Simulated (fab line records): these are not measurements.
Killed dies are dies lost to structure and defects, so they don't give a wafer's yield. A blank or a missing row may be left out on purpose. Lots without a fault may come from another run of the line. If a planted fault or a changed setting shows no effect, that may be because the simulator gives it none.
Struck lot and sound lot, side by side | flow n5-finfet | 37 out of 1938 route steps
Sound: these wafers, L836.1, L836.4, L836.6. Struck: wafer L851.4. (L851.3 of the same lot was not struck and is left out.) The cause comes at the end.
Order at every step that has rows: each side's tool, ch and its chambers, its first start. Under that, the readings that differ: sound wafers | struck wafers | difference of the means | sigmas: that difference in standard deviations of wafers without a fault.
alike: a reading whose means differ by less than 2 such deviations, as well as words and numbers matching on both sides. not compared: withheld readings; readings where some wafer has no value; bounds like >300 that might hide an equal value; numbers whose values overlap and for which the record gives no deviation.
The two part at a step that has a row with sigmas, a row that says differs or no value, or rows on one side only. Numbers that don't overlap but have no deviation are shown without sigmas and don't part them. Lack of a reading on every wafer of one side parts them only where that side has two or more wafers.

first, 9 steps without rows for these wafers: N5_BEOL_M0_ANNEAL_135 (time 60 s); N5_BEOL_M0_SPUTTER_141 (material Cu, target thk 4 nm, time 7.37 s); N5_BEOL_M0_ECD_118 (material Cu, target thk 300 nm); N5_BEOL_M0_ANNEAL_119 (time 90 s); N5_BEOL_M0_CMP_120 (polishes, stops on SiOC, t overpolish 6.9 s); N5_BEOL_M0_PRE_CLEAN_131 (time 15 s); N5_BEOL_M0_CO_CAP_123 (material Co, precursor CCTBA/H2, target thk 2 nm, time 102.1 s); N5_BEOL_M0_PRE_CLEAN_124 (time 15 s); N5_BEOL_M0_DEP_125 (deposits SiCN from 3MS/NH3, target thk 8 nm, time 14 s).
N5_BEOL_M1_ILD_DEP_00: deposits SiOC from DEMS/O2, target thk 79 nm, time 15.3 s.
  sound on pecvd-02 ch 0,1,2, day 6 00:06; struck on pecvd-02 ch 0, day 9 19:10
  reading                                      | sound             | struck | difference | sigmas
  showerhead-plenum-p-Torr (Torr)              | 5.691 5.710 5.705 | 5.681  | -0.021     | -2
  model.SiOC_of_BEOL_M1_ILD_DEP_00.thk-nm (nm) | 78.8 79 79.6      | 88.2   | +9.1       |
  alike: heater-power-w, throttle-valve-pct
N5_BEOL_M1_THK_MEAS_01:
  sound: film-metro-01 at day 6 00:10; struck: film-metro-01 at day 9 19:14
  reading         | sound          | struck | difference | sigmas
  M1_ILD_THK (nm) | 78.8 78.9 79.6 | 88.2   | +9.1       | +9
then, 24 steps without rows for these wafers: N5_BEOL_M1_PECVD_72 (deposits SiO2 from TEOS/O2, target thk 16 nm, time 18 s); N5_BEOL_M1_HM_DEP_02 (deposits TiN, target thk 20 nm); N5_BEOL_M1_COAT_61 (time 60 s, resist thk 60 nm); N5_BEOL_M1_COAT_62 (time 60 s, resist thk 12 nm); N5_BEOL_M1_COAT_73 (time 60 s, resist thk 5 nm); N5_BEOL_M1_COAT_05 (resist thk 30 nm); N5_BEOL_M1_EBR_07; N5_BEOL_M1_SOFTBAKE_06 (time 60 s); N5_BEOL_M1_EXPOSE_08 (exposes mask M1); N5_BEOL_M1_PEB_09 (peb time 60 s); N5_BEOL_M1_DEVELOP_10 (develop time 30 s); N5_BEOL_M1_DESCUM_16 (chemistry O2, time 7 s); N5_BEOL_M1_ETCH_74 (etches underlayer in N2/H2, target depth 6.5 nm, time 5.2 s); N5_BEOL_M1_ETCH_63 (etches SiARC in CF4, target depth 15.6 nm, time 26 s); N5_BEOL_M1_ETCH_64 (etches SOC in N2/H2, target depth 75 nm, overetch 15 nm, time 112.5 s); N5_BEOL_M1_STRIP_65 (strips in N2/H2); N5_BEOL_M1_STRIP_75 (strips in N2/H2); N5_BEOL_M1_STRIP_66 (strips in CF4); N5_BEOL_M1_HM_OPEN_17 (chemistry Cl2/BCl3, target TiN, target depth 20 nm, overetch 6 nm); N5_BEOL_M1_STRIP_19 (strips in O2); N5_BEOL_M1_COAT_67 (time 60 s, resist thk 60 nm); N5_BEOL_M1_COAT_68 (time 60 s, resist thk 12 nm); N5_BEOL_M1_COAT_76 (time 60 s, resist thk 5 nm); N5_BEOL_M1_COAT_22 (resist thk 30 nm).
N5_BEOL_M1_CMP_52: polishes, stops on SiOC, t overpolish 6.8 s, target thk 40 nm.
  sound on cmp-02 ch 1,2, day 6 18:27; struck on cmp-02 ch 0, day 10 06:28
  reading                                      | sound          | struck | difference | sigmas
  model.Cu_of_BEOL_M1_ECD_50.thk-nm (nm)       | 39.8 40.4 39.4 | 49.6   | +9.7       |
  model.SiOC_of_BEOL_M1_ILD_DEP_00.thk-nm (nm) | 77.8 78 78.6   | 87.2   | +9.1       |
  alike: motor-current-A
N5_BEOL_M4_RC_MEAS_101:
  sound on prober-01 ch 0, day 7 21:38; struck on prober-01 ch 0, day 11 22:14
  alike: DIBL_N, DIBL_P, IOFF_N, IOFF_P, ION_N, ION_P, SS_N, SS_P, VT_N, VT_P

## WHERE THEY PART
Last at N5_BEOL_M1_THK_MEAS_01 as far as this record goes, first at N5_BEOL_M1_ILD_DEP_00. Later steps at which nothing parts them and some readings are alike: N5_BEOL_M1_CMP_52, N5_BEOL_M4_RC_MEAS_101.

WHY: what the simulator had put in
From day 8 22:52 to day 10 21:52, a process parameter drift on pecvd-02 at N5_BEOL_M1_ILD_DEP_00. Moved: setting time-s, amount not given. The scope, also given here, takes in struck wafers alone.
